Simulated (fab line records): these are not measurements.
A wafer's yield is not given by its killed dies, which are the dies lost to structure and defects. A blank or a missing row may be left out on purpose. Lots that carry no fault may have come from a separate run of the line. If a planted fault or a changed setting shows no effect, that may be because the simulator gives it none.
Comparing a struck lot with a sound one :: flow n5-finfet :: 16 out of 1938 route steps
Sound: these wafers, L188.2, L188.5, L188.6. Struck: wafer L199.1. (L199.5 of the same lot was not struck and is left out.) The cause comes at the end.
At each step with rows: each side's tool, then ch and its chambers, then its first start. Under that, the readings that differ: sound wafers :: struck wafers :: difference of the means :: sigmas: that difference in standard deviations of wafers without a fault.
alike: a reading whose means differ by less than 2 such deviations, as well as words and numbers matching on both sides. not compared: withheld readings; readings where some wafer has no value; bounds like >300 that might hide an equal value; numbers whose values overlap and for which the record gives no deviation.
Wherever a step has rows on one side only, a row that says differs or no value, or a row with sigmas, the two part there. Numbers that don't overlap but have no deviation are shown without sigmas and don't part them. Lack of a reading on every wafer of one side parts them only where that side has two or more wafers.

first, 4 steps without rows for these wafers: N5_SD_EPI_N_SOFTBAKE_04 (time 60 s); N5_SD_EPI_N_EXPOSE_06 (exposes mask SD N BLK, target cd 120 nm); N5_SD_EPI_N_PEB_07 (peb time 60 s); N5_SD_EPI_N_DEVELOP_08 (develop time 30 s).
N5_SD_EPI_N_CD_MEAS_09: target cd 120 nm.
  sound on cd-sem-01 ch 0, day 5 07:02; struck on cd-sem-02 ch 0, day 8 01:44
  alike: cd-nm
N5_SD_EPI_N_OVL_MEAS_10:
  sound on overlay-01 ch 0, day 5 07:04; struck on overlay-02 ch 0, day 8 01:46
  alike: SD_N_BLK_OVL
N5_SD_EPI_N_INSPECT_11: inspects for defects (macro).
  sound on defect-inspect-01, day 5 07:05; struck on defect-inspect-02, day 8 01:47
  alike: raw-defect-count
N5_SD_EPI_N_DESCUM_14: chemistry O2, time 7.9 s.
  sound on rie-diel-05 ch 2,3, day 5 07:19; struck on rie-diel-06 ch 2, day 8 02:32
reading: rf-vpp-V (V)
sound: 244.9 245.8 244.3
struck: 242.5
difference: -2.5
sigmas: -2

reading: showerhead-plenum-p-Torr (Torr)
sound: 2.24 2.24 2.18
struck: 2.09
difference: -0.13
sigmas: -3
  alike: drypump-motor-current-A, oes-product-au, rf-fwd-power-W, throttle-valve-pct
  not compared: rf-hours-counter-h
N5_SD_EPI_N_ETCH_34: etches SiARC in CF4, target depth 45.5 nm, time 75.8 s.
  sound on rie-diel-05 ch 2,3, day 5 07:20; struck on rie-diel-06 ch 2, day 8 02:35
reading: showerhead-plenum-p-Torr (Torr)
sound: 2.25 2.25 2.22
struck: 2.16
difference: -0.08
sigmas: -2
  alike: drypump-motor-current-A, etch-rf-on-time-s, oes-product-au, rf-fwd-power-W, rf-vpp-V, throttle-valve-pct
  not compared: rf-hours-counter-h
N5_SD_EPI_N_ETCH_35: etches SOC in N2/H2, overetch 108 nm, time 486 s.
  sound on rie-diel-05 ch 2,3, day 5 07:24; struck on rie-diel-06 ch 2, day 8 02:38
  alike: drypump-motor-current-A, oes-product-au, rf-fwd-power-W, rf-vpp-V, showerhead-plenum-p-Torr, throttle-valve-pct
  not compared: rf-hours-counter-h
then, 1 step without rows for these wafers: N5_SD_EPI_N_STRIP_36 (strips in N2/H2).
N5_SD_EPI_N_ETCHBACK_44: etches SiNx in CH3F/O2, stops on SiO2, target depth 14.5 nm.
  sound on rie-diel-05 ch 2,3, day 5 07:43; struck on rie-diel-06 ch 2, day 8 02:58
reading: showerhead-plenum-p-Torr (Torr)
sound: 2.11 2.11 2.07
struck: 2.01
difference: -0.09
sigmas: -2
  alike: CH3F_flow_sccm, drypump-motor-current-A, oes-product-au, rf-fwd-power-W, rf-vpp-V, throttle-valve-pct
  not compared: rf-hours-counter-h
N5_SD_EPI_N_ETCH_45: etches SiOCN in CH3F/O2, target depth 6 nm.
  sound on rie-diel-05 ch 2,3, day 5 07:49; struck on rie-diel-06 ch 2, day 8 03:04
reading: showerhead-plenum-p-Torr (Torr)
sound: 2.10 2.10 2.07
struck: 2.01
difference: -0.08
sigmas: -2

reading: model.etch.depth-nm (nm)
sound: 5.923 5.918 5.926
struck: 4.995
difference: -0.927
sigmas: 
  alike: CH3F_flow_sccm, drypump-motor-current-A, oes-product-au, rf-fwd-power-W, rf-vpp-V, throttle-valve-pct
  not compared: rf-hours-counter-h
N5_SD_EPI_N_ETCH_16: etches SiO2 in CHF3/O2, target depth 5 nm.
  sound on rie-diel-05 ch 2,3, day 5 07:55; struck on rie-diel-06 ch 2, day 8 03:10
reading: showerhead-plenum-p-Torr (Torr)
sound: 2.53 2.53 2.50
struck: 2.43
difference: -0.09
sigmas: -2
  alike: drypump-motor-current-A, oes-product-au, rf-fwd-power-W, rf-vpp-V, throttle-valve-pct
  not compared: rf-hours-counter-h
-- record jumps: 5 days separate the struck wafers' starts on either side; left off in module SD_EPI_N, taken up again in module BEOL_M4, whose first shown step is the route's number 1111 --
N5_BEOL_M4_RC_MEAS_101:
  sound on prober-01 ch 0, day 10 06:46; struck on prober-01 ch 0, day 12 19:22
  alike: DIBL_N, DIBL_P, IOFF_N, IOFF_P, ION_N, ION_P, SS_N, SS_P, VT_N, VT_P
next, for these wafers, 1 step has no rows: N5_PASSIVATION_PROBE_49.

WHERE THEY PART
At N5_SD_EPI_N_DESCUM_14 first; at N5_SD_EPI_N_ETCH_16 last (within this record only). Later steps at which nothing parts them and some readings are alike: N5_BEOL_M4_RC_MEAS_101.

WHY: whatever the simulator had introduced
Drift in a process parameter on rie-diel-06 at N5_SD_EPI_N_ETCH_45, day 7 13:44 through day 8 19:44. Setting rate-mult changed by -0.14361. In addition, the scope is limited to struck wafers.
